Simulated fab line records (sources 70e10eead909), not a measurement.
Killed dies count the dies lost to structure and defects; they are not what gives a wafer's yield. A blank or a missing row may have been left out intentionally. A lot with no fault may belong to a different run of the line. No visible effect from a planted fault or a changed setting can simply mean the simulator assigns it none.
fab line records	flow nandHarc
record: lots: 13	wafers: 39	lastDay: 32
route steps=1302 shown P_M1@285 THIN_TSV@1265 END@1302
lots untouched by any fault: they come from a run of this same line in which no faults occurred
startH: hours from the record's opening day to when the first of the lot's shown wafers began	waitH: how many hours have passed since the lot's step before this one	" as in the row above	L1.1+2: a single row standing in for several wafers	- no value, or no start given	* or withheld: withheld	< > ~ a bound
route shown NAME@n: names a module that has steps shown in the file, with the first one's number in the route	usual: the fault-free wafers' mean and standard deviation	same: alike in all rows	chamber/n: place in a boat	sites: the reading at each site	_std_site: their standard deviation	_edge_site: outer sites' mean less inner sites'	radiusMm: how far each site lies from the wafer's centre	mask NAME#n: copy n	behind: the most recent tool/chamber to have shaped the wafer	hold: why the lot was held/for how many hours/how that ended	device: the n, p or np transistor that did not switch	end of line: tests of these same wafers at the route's end	a step with no rows: only its recipe	killed: dies that structure and defects cost at the first sort, which is not the same as the wafer's yield	map: a wafer's dies, x killed, . not, _ none there
set.NAME: setting as actually run; set.NAME@STEP: the setting as run at that earlier step	model.NAME: the simulator's own value behind a step, which no gauge read
one table for each step of the route and one row for each wafer, over a sample of lots
services: a tool's chamber out of use, with start hour (startH, from the record's first day; less than 0 if before it), hours out, and reason
== steps ==
step: NHARC_P_M1_DEP_00
recipe: targetThkA: 1825	targetThkNm: 182.5	tempC: withheld	pressureTorr: 5	flowSccm: 200	rfW: 600	material: SiOC
usual: showerheadVppV: 1466/71
lot.wafer	tool	chamber	startH	waitH	showerheadVppV
L754.2	pecvd-03	2	105.65	-	1379
L754.3	"	0	"	"	1638
L754.6	"	0	"	"	1634
L758.1	pecvd-04	1	141.23	-	1537
L758.4	"	0	"	"	1323
L758.6	"	1	"	"	1492
L759.3	pecvd-03	1	147.25	-	1455
L759.2	"	2	"	"	1395
L759.6	"	2	"	"	1395
L757.3	pecvd-02	2	158.72	-	1445
L757.4	"	1	"	"	1495
L757.5	"	2	"	"	1485
L760.3	pecvd-04	0	164.08	-	1333
L760.1	"	1	"	"	1516
L760.5	"	2	"	"	1438
L761.1	pecvd-04	1	177.10	-	1532
L761.6	"	0	"	"	1327
L761.4	"	1	"	"	1517
L762.3	pecvd-04	2	177.60	-	1460
L762.2	"	1	"	"	1554
L762.4	"	0	"	"	1319
L763.1	pecvd-02	2	198.82	-	1474
L763.2	"	0	"	"	1477
L763.6	"	1	"	"	1464
L764.2	pecvd-04	2	204.29	-	1449
L764.1	"	0	"	"	1343
L764.4	"	1	"	"	1538
L774.6	pecvd-03	1	298.57	-	1449
L774.4	"	2	"	"	1401
L774.5	"	0	"	"	1583
L773.2	pecvd-02	0	298.82	-	1477
L773.3	"	2	"	"	1449
L773.4	"	2	"	"	1474
L776.2	pecvd-02	1	321.48	-	1499
L776.1	"	0	"	"	1481
L776.4	"	2	"	"	1458
L777.2	pecvd-02	0	328.57	-	1456
L777.3	"	1	"	"	1475
L777.1	"	2	"	"	1507
step: NHARC_THIN_TSV_STRIP_45
recipe: powerW: 1500	tempC: 250	chemistry: O2
usual: drypumpMotorCurrentA: 5.7/0.41	heaterPowerW: 332/28
lot.wafer	tool	chamber	startH	waitH	drypumpMotorCurrentA	heaterPowerW	rfHoursCounterH
L754.2	plasmaAsher-01	0	552.13	0.1	5.6	380	15
L754.3	"	0	"	"	5.6	377	-
L754.6	"	0	"	"	5.6	370	-
L758.1	plasmaAsher-01	0	556.81	0.1	5.6	369	17
L758.4	"	1	"	"	5.2	320	-
L758.6	"	1	"	"	5.2	315	-
L757.3	plasmaAsher-02	0	578.38	0.2	6.2	288	-
L757.4	"	1	"	"	6.1	350	-
L757.5	"	0	"	"	6.2	294	-
L760.1	plasmaAsher-01	1	579.41	0.1	5.2	320	22
L760.3	"	0	"	"	5.6	364	-
L760.5	"	0	"	"	5.6	362	-
L759.2	plasmaAsher-01	1	582.22	0.2	5.2	315	23
L759.3	"	1	"	"	5.2	322	-
L759.6	"	1	"	"	5.2	320	-
L761.1	plasmaAsher-01	1	608.03	0.1	5.2	314	30
L761.4	"	0	"	"	5.6	374	-
L761.6	"	1	"	"	5.2	319	-
L762.4	plasmaAsher-01	0	612.86	0.2	5.6	367	-
L762.3	"	1	"	"	5.2	322	-
L763.2	plasmaAsher-02	0	623.80	0.1	6.2	282	6
L763.1	"	1	"	"	6.2	358	6
L763.6	"	1	"	"	6.2	336	-
L764.2	plasmaAsher-02	0	631.27	0.1	6.2	289	8
L764.1	"	1	"	"	6.2	349	8
L774.4	plasmaAsher-01	0	725.70	0.2	5.6	340	-
L774.5	"	0	"	"	5.6	341	-
L774.6	"	1	"	"	5.2	324	-
L773.2	plasmaAsher-01	1	737.66	0.1	5.2	326	11
L773.3	"	1	"	"	5.2	327	-
L773.4	"	0	"	"	5.6	345	-
L776.2	plasmaAsher-01	1	741.87	0.1	5.2	327	11
L776.1	"	0	"	"	5.6	344	11
L776.4	"	1	"	"	5.2	334	-
L777.2	plasmaAsher-02	0	749.33	0.1	6.3	286	33
L777.1	"	1	"	"	6.1	345	33
L777.3	"	1	"	"	6.1	337	-
step: NHARC_THIN_TSV_DEP_47
recipe: targetThkA: 2000	tempC: withheld	pressureTorr: 6.5	rfW: 900	teosFlowSccm: 161.4	flowSccm: 2650	targetThkNm: 200	gas: O2	material: SiO2
usual: showerheadVppV: 1797/93	throttleValvePct: 15.8/0.4
lot.wafer	tool	chamber	startH	waitH	showerheadVppV	throttleValvePct
L754.3	pecvd-02	1	552.87	-	1830	15.2
L754.2	"	0	"	"	1794	15.9
L754.6	"	2	"	"	1795	16.4
L758.1	pecvd-04	1	557.66	-	1846	16.6
L758.6	"	2	"	"	1780	16.0
L758.4	"	1	"	"	1879	16.4
L757.3	pecvd-02	1	579.09	-	1791	15.8
L757.4	"	1	"	"	1838	15.7
L757.5	"	0	"	"	1833	15.6
L760.1	pecvd-04	0	580.16	-	1633	16.0
L760.3	"	1	"	"	1873	16.7
L760.5	"	2	"	"	1819	15.9
L759.3	pecvd-04	0	583.06	-	1616	16.0
L759.2	"	1	"	"	1838	16.4
L759.6	"	2	"	"	1800	15.8
L761.1	pecvd-03	0	608.83	-	1969	15.1
L761.6	"	1	"	"	1784	16.0
L761.4	"	2	"	"	1715	15.8
L762.3	pecvd-02	1	613.67	-	1846	15.7
L762.4	"	2	"	"	1791	15.9
L763.2	pecvd-03	2	624.60	-	1688	15.7
L763.1	"	1	"	"	1771	16.1
L763.6	"	1	"	"	1787	16.0
L764.1	pecvd-03	0	632.13	-	1918	15.3
L764.2	"	1	"	"	1768	16.0
L774.6	pecvd-04	0	726.54	-	1641	16.1
L774.5	"	1	"	"	1871	16.3
L774.4	"	2	"	"	1792	16.0
L773.3	pecvd-04	1	738.46	-	1888	16.1
L773.2	"	2	"	"	1796	15.9
L773.4	"	2	"	"	1802	16.0
L776.1	pecvd-03	0	742.72	-	1943	15.2
L776.2	"	1	"	"	1760	15.8
L776.4	"	0	"	"	1955	15.1
L777.1	pecvd-04	2	750.13	-	1795	15.7
L777.2	"	0	"	"	1606	16.4
L777.3	"	1	"	"	1881	16.4
step: NHARC_THIN_TSV_PVD_19
recipe: targetThkA: 200	chamberPressurePa: 5	material: TaN
usual: throttleValvePct: 30.6/1.1
lot.wafer	tool	chamber	startH	waitH	throttleValvePct
L754.2	pvdSputter-03	-	-	-	30.7
L754.3	"	-	"	"	31.0
L754.6	"	-	"	"	30.6
L758.4	pvdSputter-03	-	-	-	29.2
L758.1	"	-	"	"	31.6
L758.6	"	-	"	"	30.9
L757.3	pvdSputter-03	-	-	-	29.0
L757.4	"	-	"	"	30.9
L757.5	"	-	"	"	31.4
L760.1	pvdSputter-02	-	-	-	29.7
L760.3	"	-	"	"	29.6
L760.5	"	-	"	"	31.1
L759.3	pvdSputter-02	-	-	-	29.6
L759.2	"	-	"	"	29.4
L759.6	"	-	"	"	30.9
L761.4	pvdSputter-01	-	-	-	29.7
L761.1	"	-	"	"	30.8
L761.6	"	-	"	"	33.1
L762.4	pvdSputter-01	-	-	-	32.7
L762.3	"	-	"	"	30.6
L763.1	pvdSputter-03	-	-	-	30.8
L763.2	"	-	"	"	31.1
L763.6	"	-	"	"	30.7
L764.2	pvdSputter-01	-	-	-	29.8
L764.1	"	-	"	"	30.7
L774.4	pvdSputter-01	-	-	-	29.7
L774.6	"	-	"	"	30.8
L774.5	"	-	"	"	32.9
L773.2	pvdSputter-03	-	-	-	31.0
L773.4	"	-	"	"	28.5
L773.3	"	-	"	"	30.3
L776.2	pvdSputter-03	-	-	-	31.8
L776.4	"	-	"	"	31.0
L776.1	"	-	"	"	28.4
L777.2	pvdSputter-03	-	-	-	28.5
L777.1	"	-	"	"	29.9
L777.3	"	-	"	"	31.8
step: NHARC_END_SORT_01
recipe: tempC: 25
usual: defectLimitedYield: 90.1/2.5	killedAtArray: 62/18	killedAtOther: 0.9/1.2	killedAtPeriphery: 4.2/2.9	killedDies: 67/17	killedOpen: 3.6/1.9	killedShort: 2.5/1.6
same: grossDies: 677
lot.wafer	tool	chamber	startH	waitH	defectLimitedYield[%]	killedAtArray	killedAtOther	killedAtPeriphery	killedDies	killedOpen	killedShort
L762.2	prober-01	0	627.45	2.8	0	61	2	614	677	2	3
L762.3	prober-01	0	628.25	3.1	91.1	57	2	1	60	2	3
L762.4	prober-01	0	629.05	3.4	91.4	52	4	2	58	3	4
L764.1	prober-02	0	647.57	2.5	89.2	72	0	1	73	4	1
L764.2	prober-02	0	648.37	2.8	88.8	75	0	1	76	1	5
L764.4	prober-02	0	649.95	3.4	0	73	0	604	677	3	2
killed by level:class
L762.2 P_M1:areaDep=612 A_SLIT:chamberFilmFlake=22 A_CONTACT:chamberFilmFlake=18 A_CHANNEL_HOLE_D2:chamberFilmFlake=12 A_CHANNEL_HOLE_D1:chamberFilmFlake=3 THIN_TSV:chamberFilmFlake=2 P_CONTACT:geometricParticle:short=1 P_M0:geometricParticle:open=1
L762.3 A_SLIT:chamberFilmFlake=30 A_CONTACT:chamberFilmFlake=10 A_CHANNEL_HOLE_D1:chamberFilmFlake=7 A_CHANNEL_HOLE_D2:chamberFilmFlake=4 A_ONON_D1:geometricParticle:short=2 THIN_TSV:chamberFilmFlake=2 A_CHANNEL_HOLE_D1:geometricParticle:short=1 A_ONON_D2:geometricParticle:open=1
L762.4 A_SLIT:chamberFilmFlake=19 A_CHANNEL_HOLE_D2:chamberFilmFlake=9 A_CONTACT:chamberFilmFlake=9 A_CHANNEL_HOLE_D1:chamberFilmFlake=6 THIN_TSV:chamberFilmFlake=4 A_CHANNEL_FILL_D2:geometricParticle:open=2 A_STAIRCASE:chamberFilmFlake=2 P_M1:geometricParticle:short=1
L764.1 A_SLIT:chamberFilmFlake=38 A_CHANNEL_HOLE_D1:chamberFilmFlake=25 A_M0:geometricParticle:open=2 A_STAIRCASE:chamberFilmFlake=2 A_SGD_CUT:chamberFilmFlake=2 P_GATE:geometricParticle:short=1 A_CHANNEL_HOLE_D1:geometricParticle:open=1 A_CHANNEL_FILL_D1:geometricParticle:open=1
L764.2 A_CHANNEL_HOLE_D1:chamberFilmFlake=37 A_SLIT:chamberFilmFlake=28 A_CHANNEL_FILL_D1:geometricParticle:short=4 A_STAIRCASE:chamberFilmFlake=2 A_CHANNEL_FILL_D2:geometricParticle:short=1 A_WL_FILL:geometricParticle:open=1 P_STI:chamberFilmFlake=1 A_SGD_CUT:chamberFilmFlake=1
L764.4 P_M1:areaDep=603 A_CHANNEL_HOLE_D1:chamberFilmFlake=34 A_SLIT:chamberFilmFlake=28 A_SGD_CUT:chamberFilmFlake=4 A_CONTACT:chamberFilmFlake=2 A_ONON_D1:geometricParticle:short=1 A_CHANNEL_HOLE_D1:geometricParticle:open=1 A_CHANNEL_FILL_D1:geometricParticle:open=1
== services ==
tool	chamber	startH	hours	kind
pecvd-02	0	107.21	6.2	repair
pvdSputter-03	-	112.69	1.2	repair
pecvd-04	-	143.20	0.9	repair
plasmaAsher-01	-	148.40	9.0	pm
pecvd-02	0	165.12	6.7	repair
pecvd-04	-	188.47	1.3	repair
pecvd-02	-	191.87	0.7	repair
pecvd-02	-	203.37	13.0	pm
pecvd-04	-	245.44	13.0	pm
plasmaAsher-01	-	292.71	0.4	repair
plasmaAsher-01	-	325.40	9.0	pm
plasmaAsher-01	-	373.71	12.4	repair
pecvd-02	-	384.66	13.0	pm
pecvd-04	0	396.92	43.7	repair
pecvd-04	-	404.23	1.7	repair
pecvd-04	-	426.49	13.0	pm
plasmaAsher-01	-	502.40	9.0	pm
pecvd-02	-	532.35	2.1	repair
pecvd-02	-	565.66	13.0	pm
pecvd-04	-	607.49	13.0	pm
plasmaAsher-01	-	679.40	9.0	pm
pecvd-04	2	700.54	2.5	repair
pecvd-04	-	734.46	1.1	repair
pecvd-02	-	746.66	13.0	pm
== key ==
firstSign: step: NHARC_END_SORT_01	reading: killedAtPeriphery	direction: up	sigmas: 99+	usual: 4.2	struck: 609
effect: step: NHARC_END_SORT_01	reading: defectLimitedYield	direction: down	sigmas: 35	usual: 90.1	struck: 0
moreKillsBornAt: NHARC_P_M1_DEP_00@pecvd-04: 1215
metAt NHARC_P_M1_DEP_00
struckLots L762,L764
struckWafers L762.2,L764.4
laterRowsLeftOut L762.2,L764.4
notActingAt NHARC_THIN_TSV_STRIP_45,NHARC_THIN_TSV_DEP_47,NHARC_THIN_TSV_PVD_19
onsetBetween 177.10 177.60
fault: kind: processParameterDrift	tool: pecvd-04	chamber: 1	onsetH: 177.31	steps: NHARC_P_M1_DEP_00	channel: targetThkNm	offset: 74.876	shape: step	endH: 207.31	actsIn: theseRecipesOnly	stated: 182.5
laterRowsLeftOut: the simulator's readings of these wafers behind a module that went badly wrong aren't trusted and aren't shown, but for the sort
